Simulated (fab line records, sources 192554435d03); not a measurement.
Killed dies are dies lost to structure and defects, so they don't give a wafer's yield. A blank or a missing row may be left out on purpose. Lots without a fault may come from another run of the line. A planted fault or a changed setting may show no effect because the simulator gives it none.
Chamber matching | flow n5_finfet | N5_BEOL_M1_STRIP_19 on rie_diel-04: 3 sister chambers
The step strips in O2. 3 wafers are shown with their chamber, then 7 later ones without.

WAFERS WITH THEIR CHAMBER
wafer  | chamber | throttle_valve_pct (%)
L085.1 | 2       | 16.95
L085.6 | 0       | 16.84
L086.1 | 1       | 16.38

WAFERS WITHOUT THEIR CHAMBER
wafer  | throttle_valve_pct (%)
L086.2 | 16.97
L086.3 | 16.83
L088.2 | 16.99
L088.3 | 16.40
L088.5 | 16.38
L097.2 | 16.41
L097.3 | 16.42

WHICH CHAMBER EACH WENT THROUGH
wafer  | from the rows above | in truth
L086.2 | 2                   | 2
L086.3 | 0                   | 0
L088.2 | 2                   | 2
L088.3 | 1                   | 1
L088.5 | 1                   | 1
L097.2 | 1                   | 1
L097.3 | 1                   | 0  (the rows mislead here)
Placed correctly: 6 of 7. Can't be placed from these rows: 0. Placed wrongly: 1.
How it was worked out, from the rows above alone: a wafer's distance from a chamber is the root of the sum, over the readings, of the square of ((its reading less the chamber's mean) divided by the reading's scatter). The wafer belongs to the nearest chamber; if the next one is less than 2 further off, it can't be placed. A chamber's mean is the mean of its shown wafers. The scatter: with one shown wafer a chamber, the root of the mean of the squares of how far each hidden wafer lies from its nearest shown one.
